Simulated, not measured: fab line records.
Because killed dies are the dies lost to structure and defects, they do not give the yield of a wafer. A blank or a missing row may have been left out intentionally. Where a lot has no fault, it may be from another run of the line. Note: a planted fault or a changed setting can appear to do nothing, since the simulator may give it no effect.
The tool behind it: which one? | flow n5-finfet | route of 1938 steps, sampled at 1 step: 11 lots, 32 wafers

WHAT THE GAUGES SHOWED, per wafer
N5_BEOL_M9_OVL_MEAS_29. Usual: V8_OVL gives -0.2 nm (standard deviation 0.78).
lot  | measured     | on         | V8_OVL (nm)    | flag
L126 | day 11 03:06 | overlay-01 | 0.0 -0.2 -0.1  |
L130 | day 11 08:28 | overlay-01 | -0.4 -0.8 -0.1 |
L129 | day 11 15:32 | overlay-02 | -0.5 -0.6 0.2  |
L128 | day 11 18:13 | overlay-02 | 0.1 0.5 -0.5   |
L131 | day 11 22:03 | overlay-02 | -0.3 -0.2 -1.3 |
L133 | day 12 15:32 | overlay-02 | 0.8 -0.3 1.1   |
L134 | day 12 17:41 | overlay-01 | -0.9 -0.6 -0.2 |
L137 | day 13 09:16 | overlay-01 | 0.0 -0.4 -0.1  |
L142 | day 14 14:35 | overlay-02 | 0.9 -0.2 0.5   |
L144 | day 15 21:25 | overlay-01 | -1.0 -0.7 0.6  |
L145 | day 16 22:28 | overlay-01 | -0.2 -0.3      |

WHICH TOOL RAN EACH LOT (tool, then ch and the chambers of the sampled wafers, then the start)
No process step before these readings appears in the record.

WHAT THE TOOLS THEMSELVES READ (means of the sampled wafers that have a number; where no wafer has one, the mark that the record gives instead)
The record holds no such reading with a usual standard deviation.

THE ANSWER, worked out from the rows above alone
Rule: a lot counts as off when the mean over its wafers that have a number is more than 3 standard deviations away from the usual mean. Also off: a lot with no number at a reading for which 4 or more lots have one. The other lots that the step has rows for count as sound. After the gauges, taken in route order, come the tools' own readings; for these a lot's mean is taken, as printed above. At the first step where some lot is off, the reading lying furthest off is the one used; lots without a number count as furthest.
No lot is off on any of the readings shown, so nothing can be concluded from this.

WHAT WAS PUT IN BY THE SIMULATOR
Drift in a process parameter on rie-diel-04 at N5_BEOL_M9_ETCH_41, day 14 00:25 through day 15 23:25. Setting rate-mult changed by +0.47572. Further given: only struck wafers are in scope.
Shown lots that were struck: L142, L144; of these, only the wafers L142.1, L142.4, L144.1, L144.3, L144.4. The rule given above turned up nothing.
